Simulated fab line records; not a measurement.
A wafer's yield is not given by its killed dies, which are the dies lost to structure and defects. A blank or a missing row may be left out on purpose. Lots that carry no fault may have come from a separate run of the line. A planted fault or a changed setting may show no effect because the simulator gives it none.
Matching of chambers | flow n5 finfet | 4 sister chambers for N5_BEOL_M10_CMP_52 on cmp-03
The step polishes, stops on SiCOH lowk, t overpolish 7 s, target thk 140 nm. 8 wafers are shown with their chamber, then 8 later ones without.

## EACH WAFER AND ITS CHAMBER
wafer  | chamber | clearing platen rpm (rpm) | time to endpoint s (s)
L077.6 | 2       | 50.019                    | 62
L088.4 | 1       | 50.030                    | 64
L087.5 | 0       | 49.963                    | 64
L087.6 | 3       | 49.991                    | 67
L091.2 | 1       | 50.029                    | 62
L091.4 | 3       | 50.026                    | 70
L091.6 | 0       | 49.965                    | 68
L093.2 | 2       | 50.003                    | 66

## WAFERS WHOSE CHAMBER IS MISSING
wafer  | clearing platen rpm (rpm) | time to endpoint s (s)
L093.4 | 50.006                    | 66
L093.5 | 49.985                    | 66
L094.1 | 50.007                    | 67
L094.4 | 49.989                    | 61
L094.5 | 50.026                    | 63
L096.2 | 50.026                    | 65
L096.4 | 49.984                    | 66
L096.5 | 50.002                    | 62

## EACH ONE'S CHAMBER
wafer  | from the rows above               | in truth
L093.4 | can't be placed: 2 or 3 or 1      | 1
L093.5 | can't be placed: 0 or 3 or 2 or 1 | 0
L094.1 | can't be placed: 3 or 2 or 1      | 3
L094.4 | can't be placed: 2 or 0 or 1 or 3 | 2
L094.5 | can't be placed: 1 or 2           | 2
L096.2 | can't be placed: 1 or 2 or 3      | 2
L096.4 | can't be placed: 0 or 3 or 2      | 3
L096.5 | can't be placed: 2 or 1 or 3      | 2
Correct placement for 0 of the 8. Unplaceable from these rows: 8, with the true chamber sitting among the candidates in 8. Number placed wrongly: 0.
How it was worked out, from the rows above alone: a wafer's distance from a chamber is the root of the sum, over the readings, of the square of ((its reading less the chamber's mean) divided by the reading's scatter). If the next closest chamber is less than 2 further off than the closest, the wafer can't be placed; otherwise it belongs to the closest. The mean given for a chamber averages the wafers shown for that chamber. The scatter: the root of (the sum of the squares of (reading less its chamber's mean) over the shown wafers, divided by (wafers less chambers)).
